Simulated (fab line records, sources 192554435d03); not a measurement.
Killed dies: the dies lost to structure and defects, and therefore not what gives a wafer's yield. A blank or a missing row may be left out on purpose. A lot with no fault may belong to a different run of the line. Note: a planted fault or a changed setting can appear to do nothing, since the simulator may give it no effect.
fab line records | flow n5-finfet
record: lots: 4 wafers: 12 last-day: 21
route steps=1938 shown BEOL_M1@821 BEOL_M2@841 BEOL_M4@1111 PASSIVATION@1936
lots with no fault: from the same line, run without faults
start-h: the number of hours between the record's first day and the start of the first shown wafer of the lot | wait-h: time in hours since the lot's previous step | " same as the row above | L1.1+2: a single row standing in for several wafers | - no value present, or no start provided | * or withheld: withheld | < > ~ a bound
route shown NAME@n: names a module that has steps shown in the file, with the first one's number in the route | usual: mean and standard deviation over wafers with no fault | same: alike in all rows | chamber/n: place in a boat | sites: each site's reading | _std_site: how widely they spread, as a standard deviation | _edge_site: the outer-site mean with the inner-site mean subtracted | radius-mm: for every site, how far away it sits from the centre of the wafer | mask NAME#n: copy n | behind: the tool/chamber that last shaped the wafer | hold: why the lot was held/for how many hours/how that ended | device: the n, p or np transistor that did not switch | end of line: the tests these same wafers got at the end of their route | where a step has no rows: the recipe by itself | killed: the dies lost at the first sort to structure and to defects; this is not the yield of the wafer | map: shows each die of a wafer: x if killed, . if not, _ if none is there
set.NAME: the setting as run; set.NAME@STEP: as run at that earlier step | model.NAME: the simulator's own value behind a step, which no gauge read
a table for each step, a row for each wafer; lots at some steps of the route
services: from which hour (start-h, from the record's first day; less than 0 if before it) a tool's chamber was out of use, for how many hours, and why
== steps ==
step: N5_BEOL_M1_ANNEAL_87
recipe: temp-c: 400 time-s: 240 ambient: vacuum
step: N5_BEOL_M1_SPUTTER_88
recipe: material: Cu target-thk-a: 45 temp-c: -20 chamber-pressure-pa: 0.07 power-w: withheld time-s: 8.29
step: N5_BEOL_M1_ANNEAL_89
recipe: temp-c: 400 time-s: 240 ambient: vacuum
step: N5_BEOL_M1_SPUTTER_90
recipe: material: Cu target-thk-a: 45 temp-c: -20 chamber-pressure-pa: 0.07 power-w: withheld time-s: 8.29
step: N5_BEOL_M1_ANNEAL_91
recipe: temp-c: 400 time-s: 240 ambient: vacuum
step: N5_BEOL_M1_SPUTTER_92
recipe: material: Cu target-thk-a: 45 temp-c: -20 chamber-pressure-pa: 0.07 power-w: withheld time-s: 8.29
step: N5_BEOL_M1_ANNEAL_93
recipe: temp-c: 400 time-s: 240 ambient: vacuum
step: N5_BEOL_M1_SPUTTER_94
recipe: material: Cu target-thk-a: 45 temp-c: -20 chamber-pressure-pa: 0.07 power-w: withheld time-s: 8.29
step: N5_BEOL_M1_ANNEAL_95
recipe: temp-c: 400 time-s: 240 ambient: vacuum
step: N5_BEOL_M1_SPUTTER_96
recipe: material: Cu target-thk-a: 45 temp-c: -20 chamber-pressure-pa: 0.07 power-w: withheld time-s: 8.29
step: N5_BEOL_M1_ECD_50
recipe: material: Cu target-thk-a: 3000
step: N5_BEOL_M1_ANNEAL_51
recipe: temp-c: 225 time-s: 90 ambient: N2
step: N5_BEOL_M1_CMP_52
recipe: stop-on: SiOC t-overpolish-s: 6.8 down-force-psi: 1 platen-rpm: 50 clearing-platen-down-force-psi: 1.5 clearing-platen-rpm: 50 post-cmp-clean: cu-alkaline target-thk-nm: 40 clearing-platen-pad-velocity-m-s: 0.99484 pad-velocity-m-s: 0.99484
usual: barrier-field-endpoint-s: 24.8/0.88 motor-current-A: 6.2/0.5 overpolish-run-s: 6.800/0.0094 time-to-endpoint-s: 63/4.1
columns lot.wafer tool chamber start-h wait-h barrier-field-endpoint-s motor-current-A overpolish-run-s time-to-endpoint-s
L842.4 cmp-01 0 204.52 0.2 24.4 7.2 6.810 64
L842.1 " 1 " " 24.6 5.5 6.798 61
L842.2 " 3 " " 24.3 5.7 6.800 62
L846.1 cmp-01 0 225.57 0.3 25.8 6.8 6.798 68
L846.6 " 2 " " 25.2 5.8 6.803 62
L846.5 " 3 " " 25.2 5.6 6.803 65
L852.2 cmp-01 3 243.67 0.2 24.6 5.5 6.787 60
L852.1 " 1 " " 22.5 5.2 6.789 55
L852.6 " 0 " " 25.3 6.8 6.813 64
L858.1 cmp-04 1 275.07 0.3 25.2 5.8 6.808 69
L858.2 " 2 " " 25.5 6.3 6.791 67
L858.3 " 0 " " 24.8 5.5 6.805 59
step: N5_BEOL_M1_PRE_CLEAN_60
recipe: gas: NH3/H2 time-s: 15 temp-c: * rf-power-w: 300
step: N5_BEOL_M1_CO_CAP_55
recipe: material: Co target-thk-a: 20 temp-c: 200 precursor: CCTBA/H2 pressure-torr: 30 time-s: 102.1
step: N5_BEOL_M1_PRE_CLEAN_56
recipe: gas: NH3 time-s: 15 temp-c: withheld rf-power-w: 300
step: N5_BEOL_M1_DEP_57
recipe: material: SiCN target-thk-a: 80 temp-c: withheld precursor: 3MS/NH3 pressure-torr: 3 rf-w: 202 time-s: 14
step: N5_BEOL_M1_INSPECT_59
recipe: inspect-instrument: darkfield mode: post-dep
usual: raw-defect-count: 74/23
columns lot.wafer tool chamber start-h wait-h raw-defect-count
L842.1 defect-inspect-01 - 205.13 0.0 86
L842.2 " - " " 92
L842.4 " - " " 73
L846.1 defect-inspect-02 - 226.11 0.0 403
L846.5 " - " " 49
L846.6 " - " " 64
L852.1 defect-inspect-01 - 244.25 0.0 100
L852.2 " - " " 48
L852.6 " - " " 343
L858.1 defect-inspect-01 - 275.66 0.0 69
L858.2 " - " " 36
L858.3 " - " " 54
step: N5_BEOL_M2_ILD_DEP_00
recipe: material: SiOC target-thk-a: 790 temp-c: 350 precursor: DEMS/O2 pressure-torr: 5 rf-w: 500 time-s: 15.3
step: N5_BEOL_M2_PECVD_72
recipe: material: SiO2 target-thk-a: 160 temp-c: 400 precursor: TEOS/O2 pressure-torr: 5.5 rf-w: 450 teos-flow-sccm: 53.8 gas: O2 flow-sccm: 3000 time-s: 18
step: N5_BEOL_M2_HM_DEP_02
recipe: material: TiN target-thk-a: 200 temp-c: 25 chamber-pressure-pa: 0.49996
step: N5_BEOL_M2_COAT_61
recipe: resist: SOC temp-c: 250 time-s: 60 spin-rpm: 1500 resist-thk-nm: 60
step: N5_BEOL_M2_COAT_62
recipe: resist: SiARC temp-c: 220 time-s: 60 spin-rpm: 1500 resist-thk-nm: 12
step: N5_BEOL_M2_COAT_73
recipe: resist: underlayer temp-c: 205 time-s: 60 spin-rpm: 1500 resist-thk-nm: 5
step: N5_BEOL_M2_COAT_05
recipe: resist: CAR-EUV spin-rpm: 1500 resist-thk-nm: 30
step: N5_BEOL_M2_EBR_07
recipe: solvent: PGMEA ebr-width-mm: 1.5
step: N5_BEOL_M2_SOFTBAKE_06
recipe: temp-c: 110 time-s: 60 resist: CAR-EUV
step: N5_BEOL_M2_EXPOSE_08
recipe: mask-id: M2 na: 0.33 source-shape: dipole sigma-inner: 0.369 sigma-outer: 0.767 polarization: unpolarized dose-mj: 41.25
step: N5_BEOL_M2_PEB_09
recipe: peb-temp-c: 100 peb-time-s: 60 resist: CAR-EUV
step: N5_BEOL_M2_DEVELOP_10
recipe: develop-time-s: 30 developer: TMAH resist: CAR-EUV rinse-liquid: surfactant-rinse dry: air-spin dev-temp-c: 23
step: N5_BEOL_M2_INSPECT_13
recipe: mode: adi inspect-instrument: brightfield
usual: raw-defect-count: 408/95
columns lot.wafer tool chamber start-h wait-h raw-defect-count
L842.1 defect-inspect-01 - 206.69 0.1 309
L842.2 " - " " 327
L842.4 " - " " 339
L846.1 defect-inspect-01 - 228.94 0.1 697
L846.5 " - " " 238
L846.6 " - " " 250
L852.1 defect-inspect-01 - 245.49 0.1 437
L852.2 " - " " 462
L852.6 " - " " 598
L858.1 defect-inspect-02 - 277.11 0.1 325
L858.2 " - " " 247
L858.3 " - " " 290
step: N5_BEOL_M2_DESCUM_16
recipe: chemistry: O2 time-s: 7 source-power-w: 50 bias-power-w: 20 pressure-mtorr: 20 rf-frequency-hz: 2.712e+07 temp-c: 40 resist: CAR-EUV o2-flow-sccm: 225
step: N5_BEOL_M2_ETCH_74
recipe: chemistry: N2/H2 target: underlayer target-depth-a: 65 mask-material: CAR-EUV time-s: 5.2 ion-energy-ev: 200 pressure-mtorr: 30 source-w: 840 bias-w: 150 n2-flow-sccm: 200 h2-flow-sccm: 200 ends: cleared
step: N5_BEOL_M2_ETCH_63
recipe: chemistry: CF4 target: SiARC target-depth-a: 156 mask-material: CAR-EUV time-s: 26 ion-energy-ev: 80 pressure-mtorr: 40 source-w: 545 bias-w: 36 Ar_flow_sccm: 100 cf4-flow-sccm: 100 ends: cleared
step: N5_BEOL_M2_ETCH_64
recipe: chemistry: N2/H2 target: SOC target-depth-a: 750 overetch-a: 225 mask-material: SiARC temp-c: 40 time-s: 121.9 ion-energy-ev: 200 pressure-mtorr: 30 source-w: 840 bias-w: 150 n2-flow-sccm: 200 h2-flow-sccm: 200
step: N5_BEOL_M2_STRIP_65
recipe: chemistry: N2/H2 temp-c: 40 n2-flow-sccm: 200 h2-flow-sccm: 200 rf-frequency-hz: 6e+07
step: N5_BEOL_M2_STRIP_75
recipe: chemistry: N2/H2 temp-c: 40 n2-flow-sccm: 200 h2-flow-sccm: 200 rf-frequency-hz: 6e+07
step: N5_BEOL_M2_INSPECT_30
recipe: mode: adi inspect-instrument: brightfield
usual: raw-defect-count: 414/97
columns lot.wafer tool chamber start-h wait-h raw-defect-count
L842.1 defect-inspect-01 - 207.58 0.1 327
L842.2 " - " " 332
L842.4 " - " " 340
L846.1 defect-inspect-01 - 229.94 0.1 723
L846.5 " - " " 242
L846.6 " - " " 241
L852.1 defect-inspect-01 - 246.37 0.1 449
L852.2 " - " " 462
L852.6 " - " " 607
L858.1 defect-inspect-02 - 278.20 0.1 327
L858.2 " - " " 244
L858.3 " - " " 282
step: N5_BEOL_M4_RC_MEAS_101
usual: DIBL_N: 36.1/2.3 DIBL_P: 36/3.2 IOFF_N: 0.16/0.045 IOFF_P: 0.21/0.049 ION_N: 674/14 ION_P: 462/8.4 SS_N: 71.6/0.83 SS_P: 73.2/0.87 VT_N: 249/3.8 VT_P: -250/3.4
columns lot.wafer tool chamber start-h wait-h DIBL_N[mV/V] DIBL_P[mV/V] IOFF_N[nA/um] IOFF_P[nA/um] ION_N[uA/um] ION_P[uA/um] SS_N[mV/dec] SS_P[mV/dec] VT_N[mV] VT_P[mV]
L842.1 prober-02 0 310.74 0.0 41.7 42 0.29 0.30 681 461 73.6 75.0 245 -248
L842.2 " 0 " " 37.4 38 0.19 0.23 692 471 71.7 74.3 245 -251
L842.4 " 0 " " 38.4 39 0.21 0.24 676 456 72.8 74.8 247 -251
L846.1 prober-02 0 317.41 0.0 38.7 39 0.18 0.27 694 480 72.5 74.5 248 -248
L846.5 " 0 " " 34.2 33 0.11 0.19 669 468 71.1 72.6 251 -249
L846.6 " 0 " " 34.9 34 0.12 0.22 648 457 71.4 72.3 252 -250
L852.1 prober-01 0 354.89 0.0 36.6 38 0.16 0.21 665 455 72.2 73.6 249 -253
L852.2 " 0 " " 37.1 39 0.17 0.21 666 450 72.2 74.7 248 -253
L852.6 " 0 " " 36.1 38 0.17 0.19 683 466 72.7 73.5 247 -255
L858.1 prober-01 0 393.78 0.0 34.9 36 0.14 0.20 675 466 71.4 73.1 251 -250
L858.2 " 0 " " 38.5 40 0.20 0.25 690 463 72.2 73.7 248 -248
L858.3 " 0 " " 39.8 41 0.23 0.28 678 463 73.0 74.4 249 -249
step: N5_PASSIVATION_PROBE_49
usual: defect-limited-yield: 90.9/1.6 killed_at_M0_to_M3: 37/11 killed_at_M4_up: 15/5.6 killed-at-contacts: 13/6.4 killed-at-front-end: 39/11 killed-at-other: 4/3.1 killed-dies: 107/19 killed-on-rim: 14/4.3 killed-open: 71/14 killed-short: 34/7.8 sort_bin_4_leakage: 0.01/0.053 sort_bin_5_function: 5.3/1 sort_bin_6_memory: 3.4/0.72 sort_bin_8_speed: 0.0/0.42 sort-n-pass: 1072/20 sort-yield-pct: 90.9/1.7
same: gross-dies: 1180 killed-at-back-side: 0
columns lot.wafer tool chamber start-h wait-h defect-limited-yield[%] killed_at_M0_to_M3 killed_at_M4_up killed-at-contacts killed-at-front-end killed-at-other killed-dies killed-on-rim killed-open killed-short sort_bin_4_leakage[%] sort_bin_5_function[%] sort_bin_6_memory[%] sort_bin_8_speed[%] sort-n-pass sort-yield-pct[%]
L842.1 prober-02 - 430.21 0.0 89.3 39 19 19 40 9 126 16 88 32 0.25 6.4 3.6 0 1051 89.1
L842.2 prober-02 - 430.26 0.1 89.4 53 18 18 29 7 125 10 78 41 0 6.5 3.7 0 1055 89.4
L842.4 prober-02 - 430.36 0.2 88.5 53 23 17 39 4 136 9 96 36 0 7.3 3.9 0 1044 88.5
L846.1 prober-01 - 450.55 0.0 68.9 277 23 13 53 1 367 52 94 47 0 18.5 11.0 0.1 813 68.9
L846.5 prober-01 - 450.75 0.2 89.2 43 15 14 52 3 127 14 80 44 0 6.8 3.4 0 1053 89.2
L846.6 prober-01 - 450.80 0.3 90.1 31 15 20 51 0 117 14 76 40 0 6.3 3.3 0 1063 90.1
L852.1 prober-01 - 473.83 0.0 91.5 34 8 20 36 2 100 7 65 34 0 5.0 3.1 0 1080 91.5
L852.2 prober-01 - 473.88 0.1 91.1 30 14 6 47 8 105 13 61 38 0 5.2 3.4 0 1075 91.1
L852.6 prober-01 - 474.08 0.3 70.5 273 21 11 35 8 348 45 67 24 0 17.6 10.3 0 832 70.5
L858.1 prober-02 - 506.77 0.5 91.4 41 4 10 45 2 102 7 65 36 0 4.7 3.6 0 1078 91.4
L858.2 prober-02 - 506.82 0.5 88.4 66 19 5 45 2 137 20 79 56 0 6.5 4.6 0 1043 88.4
L858.3 prober-02 - 506.87 0.6 89.7 57 10 9 44 2 122 18 80 37 0 5.3 4.4 0 1058 89.7
killed by level:class
L842.1 MOL_CONTACT_COAG:geometric-particle:open=16 BEOL_M2:geometric-particle:open=10 BEOL_M1:geometric-particle:open=9 BEOL_M3:geometric-particle:open=8 DUMMY_GATE:geometric-particle:open=7 FIN_SAQP:geometric-particle:short=7 STI_FIN_REVEAL:geometric-particle:open=7 BEOL_M4:geometric-particle:open=7
L842.2 MOL_CONTACT_COAG:geometric-particle:open=14 BEOL_M2:geometric-particle:open=13 BEOL_M4:geometric-particle:open=10 BEOL_M0_SAQP:geometric-particle:open=9 STI_FIN_REVEAL:geometric-particle:open=8 BEOL_M0_SAQP:geometric-particle:short=7 BEOL_M1:geometric-particle:open=5 BEOL_M1:geometric-particle:short=5
L842.4 BEOL_M0_SAQP:geometric-particle:open=15 MOL_CONTACT_COAG:geometric-particle:open=13 BEOL_M4:geometric-particle:open=12 STI_FIN_REVEAL:geometric-particle:open=10 BEOL_M0_SAQP:geometric-particle:short=9 BEOL_M1:geometric-particle:open=9 FIN_SAQP:geometric-particle:open=6 BEOL_M3:geometric-particle:open=6
L846.1 BEOL_M1:unspecified=225 BEOL_M0_SAQP:geometric-particle:open=21 STI_FIN_REVEAL:geometric-particle:open=20 BEOL_M4:geometric-particle:open=16 BEOL_M0_SAQP:geometric-particle:short=13 MOL_CONTACT_COAG:geometric-particle:open=8 FIN_SAQP:geometric-particle:open=7 STI_FIN_REVEAL:geometric-particle:short=7
L846.5 MOL_CONTACT_COAG:geometric-particle:open=12 STI_FIN_REVEAL:geometric-particle:open=11 BEOL_M0_SAQP:geometric-particle:short=10 GATE_CUT:geometric-particle:short=9 BEOL_M3:geometric-particle:open=9 GATE_CUT:geometric-particle:open=8 BEOL_M4:geometric-particle:open=8 BEOL_M0_SAQP:geometric-particle:open=7
L846.6 MOL_CONTACT_COAG:geometric-particle:open=17 STI_FIN_REVEAL:geometric-particle:open=12 FIN_SAQP:geometric-particle:short=10 BEOL_M0_SAQP:geometric-particle:short=10 FIN_SAQP:geometric-particle:open=9 BEOL_M4:geometric-particle:open=8 BEOL_M0_SAQP:geometric-particle:open=7 BEOL_M2:geometric-particle:open=5
L852.1 MOL_CONTACT_COAG:geometric-particle:open=14 FIN_SAQP:geometric-particle:open=11 BEOL_M0_SAQP:geometric-particle:short=9 STI_FIN_REVEAL:geometric-particle:open=7 BEOL_M0_SAQP:geometric-particle:open=7 BEOL_M2:geometric-particle:open=7 MOL_CONTACT_COAG:geometric-particle:short=6 STI_FIN_REVEAL:geometric-particle:short=4
L852.2 BEOL_M3:geometric-particle:open=8 FIN_SAQP:geometric-particle:short=7 FIN_SAQP:geometric-particle:open=6 ILD0:geometric-particle:open=5 DUMMY_GATE:geometric-particle:short=4 DUMMY_GATE:geometric-particle:open=4 BEOL_M0_SAQP:geometric-particle:open=4 BEOL_M0:geometric-particle:open=4
L852.6 BEOL_M1:unspecified=253 MOL_CONTACT_COAG:geometric-particle:open=11 FIN_SAQP:geometric-particle:open=9 BEOL_M4:geometric-particle:open=9 STI_FIN_REVEAL:geometric-particle:open=8 GATE_CUT:geometric-particle:short=8 BEOL_M0_SAQP:geometric-particle:open=6 BEOL_M3:geometric-particle:open=5
L858.1 FIN_SAQP:geometric-particle:open=20 FIN_SAQP:geometric-particle:short=10 BEOL_M0_SAQP:geometric-particle:open=9 MOL_CONTACT_COAG:geometric-particle:open=8 BEOL_M0_SAQP:geometric-particle:short=7 BEOL_M2:geometric-particle:short=7 BEOL_M2:geometric-particle:open=6 BEOL_M1:geometric-particle:open=5
L858.2 BEOL_M0_SAQP:geometric-particle:short=24 FIN_SAQP:geometric-particle:open=18 BEOL_M0_SAQP:geometric-particle:open=15 FIN_SAQP:geometric-particle:short=13 BEOL_M1:geometric-particle:open=8 BEOL_M3:geometric-particle:open=8 BEOL_M4:geometric-particle:open=5 BEOL_M0:geometric-particle:open=5
L858.3 BEOL_M0_SAQP:geometric-particle:open=16 BEOL_M2:geometric-particle:open=14 BEOL_M0_SAQP:geometric-particle:short=12 FIN_SAQP:geometric-particle:open=10 STI_FIN_REVEAL:geometric-particle:open=9 FIN_SAQP:geometric-particle:short=8 MOL_CONTACT_COAG:geometric-particle:open=7 STARTING-WAFER:geometric-particle:short=7
map L846.1 (x killed, . not)
_________________x...x..xx...________________
______________x.xxx.x.x....x...._____________
___________.x..x....x..............__________
__________..x........x.x...x.xx.x..._________
________xx...xx.x..x..x.....xx.....xx._______
_______...x....x...xx..xx.x...x...x....______
______.x......x.xx..xx.x.x..x......xx..x_____
_____xx.x.xxx..........x.....x..x...x.xxx____
____.xxxxx....x..............x..x..x..xxxx___
___x..x..x.xxxx..........x.x.x.....x....xx.__
___..x.xx......x....x.........x..x.x...xx.x__
__x.xxx..x....xx..xxxx.x....x....xx.xx...x.x_
__.x..x.....x.x......x...xx.....xx..x....xx._
_..xx.x.x..x.x......xxx.xxx...x.x......x..x.x
_.x...x...x.xxx..x.x..xxx..x.x..xx......x.x..
_x..x...x.....xx....x...x...x....x..x..x.....
_x.x.x..xxx..x.......x...x.x..........x......
_.x...............x..x.x...x....x......x.x..x
_........x......x.x.x..x....xxx...x..x...x.x.
_x.......x.x............xxx.x....x....x.x...x
_..x.xx.x.xx.x...x.x..x....xx.x.x..x..x..x...
__.x...x.x.x.......xxx..xx.xx..x.....x..x..x_
__x...x.xx...x.x...x.xxx..x.x.......x.x..x.x_
___x...xx....x.......x...x..........xx...x.__
___....xxx..x..xx..xxx.x.....xx.....x...xx.__
____...........x.........x...x.xx........x___
_____...xx.x.x.xx.x...xx.x...x...........____
______........x....xx.x...x.x..xxxx.xx.x_____
_______...x.x.....xx........x.x..x...x.______
________.xxxx.x..x.x...x...x.........._______
__________...x.x.x.xx..x...xx....x.x_________
___________.......x.x....x...x.x...__________
______________xx.xxx..x.....x..._____________
_________________xx.......xx.________________
map L852.6 (x killed, . not)
_________________x.x.........________________
______________x........x.....x.x_____________
___________.....x......x..x.x.xx.x.__________
__________.xx.x.......x...x.xx..x..._________
________xx..x.x.....x...xxx...x.xx...._______
_______..xxx...........x........x.x..x.______
______.x...xx....xx..x...xx.x.x...x...x._____
_____..x..x..x.x......x......x...x.x.....____
____................xx...x......x..x.x...x___
___.x.....x.....xx.x....x....x...........x.__
___.x..xx.x.x.......x.x.x.xxx.x.x..x..x.x.x__
__.....x..x.x...x........x....x...x........._
__x..x.....x.....xxxx.....x........x....x..._
_x.x.x.........xx.x.....x..xxx......x...x.x.x
_..x....x..x.......xx.xx.x.xx...xx.x..x......
_..x...xx.xx..x....xx.....x......x.xx.x.x..xx
_....x.xx..xx.x.x.....x.xx..x...xxx.xx..x.x..
_.x.xx....x...xx.x.x.xx...x.............x.x..
_.x.x..x.x.......x...x........x....x..x.xxx..
_x.x....x.xxxx.x.x.x.xx..xx.x....x.....x.....
_x......x....xx..........x.x.....x..x.x.x.x..
__.x....x........x.....xx..........x.x.x.xxx_
__..x...x....x.....xx....x......x.xx...xxx.._
___...x....xx....x.x....x..........x..xxx..__
___..x..x...x.x.......x.x.xx....x..x.x...x.__
____..x.x.xx.......x................xx..x.___
_____xx..x.xx......xxx.x.x...x...xx......____
______x.x..x.x...xx..x....x......x.x.x.._____
_______x......xx.....x.......x.x....xx.______
________.x.xx.x...x..x..xx.....x.x...._______
__________xxx.xx........x.xxx......._________
___________...xx.x.....x.xx..x.x...__________
______________x....x.xx..x...x.x_____________
_________________.x.xx..x.x.x________________
== services ==
columns tool chamber start-h hours kind
cmp-01 - 210.51 4.5 pm
cmp-01 - 215.48 1.9 repair
cmp-01 - 219.16 0.4 repair
cmp-01 - 239.16 4.0 pm
cmp-01 - 243.16 - consumable-replace:conditioner
cmp-01 - 243.16 - consumable-replace:pad
== key ==
first-sign: step: N5_BEOL_M1_INSPECT_59 reading: raw-defect-count direction: up sigmas: 13 usual: 74 struck: 373
effect: step: N5_BEOL_M2_INSPECT_13 reading: raw-defect-count direction: up sigmas: 2.5 usual: 408 struck: 648
effect: step: N5_BEOL_M2_INSPECT_30 reading: raw-defect-count direction: up sigmas: 2.6 usual: 414 struck: 665
effect: step: N5_PASSIVATION_PROBE_49 reading: killed_at_M0_to_M3 direction: up sigmas: 22 usual: 37 struck: 275
more-kills-born-at: N5_BEOL_M1_CMP_52@cmp-01: 478
met-at N5_BEOL_M1_CMP_52
struck-wafers L846.1,L852.6
onset-between 204.52 225.57
fault: kind: chamber-particle-source tool: cmp-01 chamber: 0 onset-h: 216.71 steps: N5_BEOL_M1_CMP_52 rate-per-visit-cm2: 0.45411 end-h: 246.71
